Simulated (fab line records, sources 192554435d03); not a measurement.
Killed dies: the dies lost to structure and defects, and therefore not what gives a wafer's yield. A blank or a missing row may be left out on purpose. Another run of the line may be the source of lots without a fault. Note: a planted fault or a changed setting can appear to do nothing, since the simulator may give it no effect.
The tool behind it: which one? -- flow n5Finfet -- Sampling: 9 lots, 22 wafers, 5 of 1938 route steps

== WHAT EACH GAUGE READ, for each wafer ==
N5_BEOL_M7_THK_MEAS_53: measures by xrf.
lot,measured,on,M7_THK (nm)
L226,day 11 11:59,filmMetro-01,76.5 74.9
L229,day 11 18:57,filmMetro-02,75.2 75.7 76.9
L230,day 12 10:34,filmMetro-01,77.2 72.3
L231,day 13 00:46,filmMetro-01,178.8 79.7
L232,day 13 01:32,filmMetro-02,186.8 74.4
L234,day 13 14:46,filmMetro-01,79.4 78.7 76.7
L237,day 14 01:32,filmMetro-02,173.9 75.0
L238,day 14 06:27,filmMetro-02,75.4 78.9 81.2
L240,day 14 19:07,filmMetro-01,75.2 74.8 77.3

== TOOL THAT RAN EACH LOT (tool first, then ch and the chambers of the sampled wafers, then the start) ==
lot,N5_BEOL_M7_ETCH_72,N5_BEOL_M7_ETCH_65,N5_BEOL_M7_PRE_CLEAN_45,N5_BEOL_M7_CMP_52
L226,"rieDiel-04 ch 0,3, day 11 09:20","rieDiel-04 ch 0,3, day 11 09:20","pvdSputter-01, day 11 10:25","cmp-02 ch 1,2, day 11 11:41"
L229,"rieDiel-03 ch 0,2,3, day 11 16:05","rieDiel-03 ch 0,2,3, day 11 16:07","pvdSputter-03, day 11 17:14","cmp-01 ch 0,2, day 11 18:41"
L230,"rieDiel-01 ch 1,3, day 12 07:11","rieDiel-01 ch 1,3, day 12 07:11","pvdSputter-02, day 12 08:40","cmp-01 ch 2, day 12 10:16"
L231,"rieDiel-04 ch 2,3, day 12 20:13","rieDiel-04 ch 2,3, day 12 20:14","pvdSputter-01, day 12 21:32","cmp-01 ch 0,1, day 13 00:32"
L232,"rieDiel-03 ch 0,1, day 12 20:38","rieDiel-03 ch 0,1, day 12 20:39","pvdSputter-01, day 13 00:04","cmp-01 ch 2,3, day 13 01:14"
L234,"rieDiel-04 ch 0,1,2, day 13 11:46","rieDiel-04 ch 0,1,2, day 13 11:47","pvdSputter-01, day 13 12:58","cmp-02 ch 1,2, day 13 14:28"
L237,"rieDiel-03 ch 1,3, day 13 22:29","rieDiel-03 ch 1,3, day 13 22:31","pvdSputter-02, day 13 23:52","cmp-01 ch 2,3, day 14 01:19"
L238,"rieDiel-04 ch 0,1,3, day 14 02:58","rieDiel-04 ch 0,1,3, day 14 02:58","pvdSputter-01, day 14 04:46","cmp-04 ch 0,2, day 14 06:10"
L240,"rieDiel-04 ch 0,1,2, day 14 15:29","rieDiel-04 ch 0,1,2, day 14 15:30","pvdSputter-01, day 14 17:40","cmp-04 ch 0,1,3, day 14 18:51"
- N5_BEOL_M7_ETCH_72: etches underlayer in N2/H2, target depth 6.5 nm, time 5.2 s.
- N5_BEOL_M7_ETCH_65: etches SiARC in CF4, target depth 15.6 nm, time 26 s.
- N5_BEOL_M7_PRE_CLEAN_45: time 30 s.
- N5_BEOL_M7_CMP_52: polishes, stops on SiCOH lowk, t overpolish 6.9 s, target thk 80 nm.

== THE ANSWER, worked out from the rows above alone ==
Rule: what is usual is taken from the lots themselves. Put in order of their means at a reading, lots are off if they are a third of the lots or fewer, leave a main group of 4 or more, and stand apart from it by a gap of 3 or more times the standard deviation of the main group's means; of several such gaps the widest counts. A main group is skipped when, at the precision printed for the reading in the tables above, its means are all equal. A lot without any number at a reading at which 4 lots or more have one is off too. All remaining lots with rows at the step are treated as sound.
Off: L231, L232, L237, seen at N5_BEOL_M7_THK_MEAS_53 (M7_THK). The main group: mean 76.5 nm, standard deviation 1.4.
If a tool, at a process step before that reading, ran all the lots that are off and no sound lot after the first of them, it fits. The gauges at N5_BEOL_M7_THK_MEAS_53 are tried like those tools. One fits: N5_BEOL_M7_CMP_52 on cmp-01. Its last sound lot is L230 (day 12 10:16), its first lot that is off L231 (day 13 00:32): a fault that began between those two fits.

== WHAT HAD BEEN PUT IN BY THE SIMULATOR ==
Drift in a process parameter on cmp-01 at N5_BEOL_M7_CMP_52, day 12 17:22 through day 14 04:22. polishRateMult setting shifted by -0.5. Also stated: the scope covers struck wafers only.
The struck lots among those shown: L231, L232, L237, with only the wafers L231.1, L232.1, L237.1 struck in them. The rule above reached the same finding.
